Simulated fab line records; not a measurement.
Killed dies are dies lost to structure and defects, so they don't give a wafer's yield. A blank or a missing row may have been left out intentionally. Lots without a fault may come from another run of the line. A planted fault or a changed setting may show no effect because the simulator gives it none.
A lot that was struck, set against a sound lot / flow n5 finfet / 16 steps out of a route of 1938
Sound: these wafers, L514.4, L514.5, L514.6. Struck: wafers L522.1, L522.3 (left out: L522.4, a lot-mate that was not struck); the cause follows at the end.
Each step with rows lists, per side, the tool, then ch with its chambers, then its first start. Under that, the readings that differ: sound wafers / struck wafers / difference of the means / sigmas: that difference in standard deviations of wafers without a fault.
alike: same words and numbers on both sides, and readings whose means sit less than 2 such deviations apart. not compared: any withheld reading, any reading some wafer has no value for, any bound like >300 that may hide the same value, and any number with overlapping values for which the record gives no deviation.
A row with sigmas, a row that says differs or no value, or rows on one side alone: a step with any of these is where the two part. Numbers that have no deviation but don't overlap get no sigmas and don't part them. Lack of a reading on every wafer of one side parts them only where that side has two or more wafers.

first, 1 step without rows for these wafers: N5_HKMG_FIN_ETCH_35 (etches SOC in N2/H2, target depth 215.8 nm, time 243.4 s).
N5_HKMG_FIN_STRIP_92: strips SOC in N2/H2, time 20 s.
  sound on rie diel-03 ch 0,1,3, day 6 10:34; struck on rie diel-03 ch 0,3, day 8 10:17
  alike: drypump motor current A, oes product au, rf vpp V, showerhead plenum p Torr, throttle valve pct
  not compared: rf hours counter h
then, 2 steps without rows for these wafers: N5_HKMG_FIN_WET_ETCH_18 (etches TiN in SC1, time 55 s, target depth 5.2 nm, rinse time 30 s); N5_HKMG_FIN_STRIP_19 (strips in N2/H2, time 360 s).
N5_HKMG_FIN_ALD_91: deposits TiN, target thk 1 nm, pulse time 1 s, purge time 3 s.
  sound on ald metal-04 ch 1,2,3, day 6 11:06; struck on ald metal-02 ch 1,3, day 8 10:49
  alike: heater power w, precursor pulse height rel
then, 2 steps without rows for these wafers: N5_HKMG_FIN_COAT_85 (time 60 s, resist thk 300 nm); N5_HKMG_FIN_ETCH_86 (etches SOC in N2/H2, stops on TiN, target depth 393.2 nm).
N5_HKMG_FIN_STRIP_89: strips SOC in N2/H2, time 20 s.
  sound on rie diel-01 ch 0,1,2, day 6 11:36; struck on rie diel-05 ch 1,3, day 8 11:26
  alike: drypump motor current A, oes product au, rf vpp V, showerhead plenum p Torr, throttle valve pct
  not compared: rf hours counter h
then, 2 steps without rows for these wafers: N5_HKMG_FIN_WET_ETCH_87 (etches TiN in SC1, time 154.2 s, target depth 4.7 nm, rinse time 30 s); N5_HKMG_FIN_STRIP_88 (strips in N2/H2, time 360 s).
N5_HKMG_FIN_NWFM_ALD_20: deposits TiAlC, target thk 2 nm, pulse time 3 s, purge time 2 s.
  sound on ald metal-03 ch 1,2,3, day 6 12:13; struck on ald metal-04 ch 2,3, day 8 12:01
  alike: heater power w, precursor pulse height rel
then, 1 step without rows for these wafers: N5_HKMG_FIN_ALD_71 (deposits TiN, target thk 1 nm, pulse time 1 s, purge time 3 s).
N5_HKMG_FIN_COAT_66: time 60 s, resist thk 300 nm.
  sound on litho track-04 ch 0, day 6 12:34; struck on litho track-02 ch 0, day 8 12:23
reading=run length s (s); sound=66.12 66.10 66.49; struck=76.16 76.01; difference=+9.85; sigmas=+76
N5_HKMG_FIN_ETCH_67: etches SOC in N2/H2, stops on TiN, target depth 388.9 nm.
  sound on rie diel-01 ch 1,2,3, day 6 12:37; struck on rie diel-03 ch 1,2, day 8 12:50
reading=oes product au (a.u.); sound=0.70 0.68 0.79; struck=0.97 0.87; difference=+0.20; sigmas=+2
reading=rf vpp V (V); sound=241.9 238.7 239.3; struck=242.6 243.1; difference=+2.9; sigmas=+2
  alike: bias w, drypump motor current A, showerhead plenum p Torr, throttle valve pct
  not compared: rf hours counter h
-- a jump in the record: the struck wafers' starts before and after are 4 days apart (it breaks off in module HKMG_FIN and resumes in module BEOL_M4, where the first step shown is number 1111 of the route) --
N5_BEOL_M4_RC_MEAS_101:
  sound on prober-01 ch 0, day 10 09:53; struck on prober-01 ch 0, day 12 19:22
reading=ION_P (uA/um); sound=486 469 472; struck=441 445; difference=-33; sigmas=-3
reading=VT_P (mV); sound=-241 -247 -247; struck=-254 -256; difference=-10; sigmas=-3
  alike: DIBL_N, DIBL_P, IOFF_N, IOFF_P, ION_N, SS_N, SS_P, VT_N
-- here the record skips 5 days between the struck wafers' starts before and after, leaving off in module BEOL_M4 and picking up in module PASSIVATION (first step shown: number 1936 of the route) --
N5_PASSIVATION_PROBE_49:
  sound: prober-01 at day 14 08:49; struck: prober-02 at day 17 13:36
reading=killed_at_M0_to_M3; sound=27 43 58; struck=19; difference=-24; sigmas=-2
  alike: defect limited yield, killed_at_M4_up, killed at contacts, killed at front end, killed at other, killed dies, killed on rim, killed open, killed short, sort_bin_4_leakage, sort_bin_5_function, sort_bin_6_memory, sort_bin_8_speed, sort n pass, sort yield pct

== WHERE THEY PART ==
Last at N5_PASSIVATION_PROBE_49 as far as this record goes, first at N5_HKMG_FIN_COAT_66.

WHY: whatever the simulator had introduced
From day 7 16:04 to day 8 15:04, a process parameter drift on litho track-02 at N5_HKMG_FIN_COAT_66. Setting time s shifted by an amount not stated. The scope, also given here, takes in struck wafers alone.
